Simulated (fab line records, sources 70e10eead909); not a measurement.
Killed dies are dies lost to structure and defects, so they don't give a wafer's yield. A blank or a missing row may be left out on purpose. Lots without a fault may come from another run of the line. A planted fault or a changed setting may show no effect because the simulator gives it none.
Chamber matching | flow nand_harc | NHARC_A_SLIT_DEP_25 on pecvd-02: 3 sister chambers
The step deposits SiO2, target thk 200 nm. 14 wafers are shown with their chamber, then 7 later ones without.

WAFERS WITH THEIR CHAMBER
wafer  | chamber | showerhead_vpp_V (V) | throttle_valve_pct (%) | heater_power_w (W)
L077.3 | 1       | 1783                 | 16.6                   | 600
L077.5 | 0       | 1942                 | 15.5                   | 482
L077.6 | 2       | 1697                 | 16.9                   | 495
L079.1 | 1       | 1737                 | 17.0                   | 647
L079.5 | 2       | 1681                 | 17.0                   | 461
L079.6 | 0       | 1948                 | 15.7                   | 467
L080.2 | 1       | 1707                 | 16.8                   | 592
L080.3 | 2       | 1680                 | 17.0                   | 492
L080.6 | 1       | 1701                 | 17.0                   | 600
L085.1 | 2       | 1710                 | 17.3                   | 524
L085.3 | 0       | 1935                 | 16.1                   | 415
L085.4 | 2       | 1680                 | 17.2                   | 517
L086.2 | 1       | 1758                 | 17.1                   | 566
L086.5 | 0       | 1951                 | 15.8                   | 369

SIGNATURES (means of the wafers above)
reading            | chamber 0 | chamber 1 | chamber 2 | scatter within a chamber
showerhead_vpp_V   | 1944.00   | 1737.20   | 1689.60   | 22.6
throttle_valve_pct | 15.775    | 16.900    | 17.080    | 0.203
heater_power_w     | 433.25    | 601.00    | 497.80    | 35.5
Rule: a wafer's distance from a chamber is the root of the sum, over the readings, of the square of ((its reading less the chamber's mean) divided by the reading's scatter). The wafer belongs to the nearest chamber; if the next one is less than 2 further off, it can't be placed. The scatter: the root of (the sum of the squares of (reading less its chamber's mean) over the shown wafers, divided by (wafers less chambers)).

WAFERS WITHOUT THEIR CHAMBER
wafer  | showerhead_vpp_V (V) | throttle_valve_pct (%) | heater_power_w (W)
L086.6 | 1693                 | 17.0                   | 494
L084.1 | 1960                 | 15.8                   | 489
L084.4 | 1945                 | 16.0                   | 481
L084.6 | 1684                 | 17.1                   | 507
L094.2 | 1713                 | 16.6                   | 704
L094.3 | 1680                 | 17.1                   | 503
L094.4 | 1745                 | 17.0                   | 541

WHICH CHAMBER EACH WENT THROUGH
wafer  | from the rows above     | in truth
L086.6 | 2                       | 2
L084.1 | 0                       | 0
L084.4 | 0                       | 0
L084.6 | 2                       | 2
L094.2 | 1                       | 1
L094.3 | 2                       | 2
L094.4 | can't be placed: 1 or 2 | 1
Placed correctly: 6 of 7. Can't be placed from these rows: 1 (the true chamber is among the candidates in 1). Placed wrongly: 0.
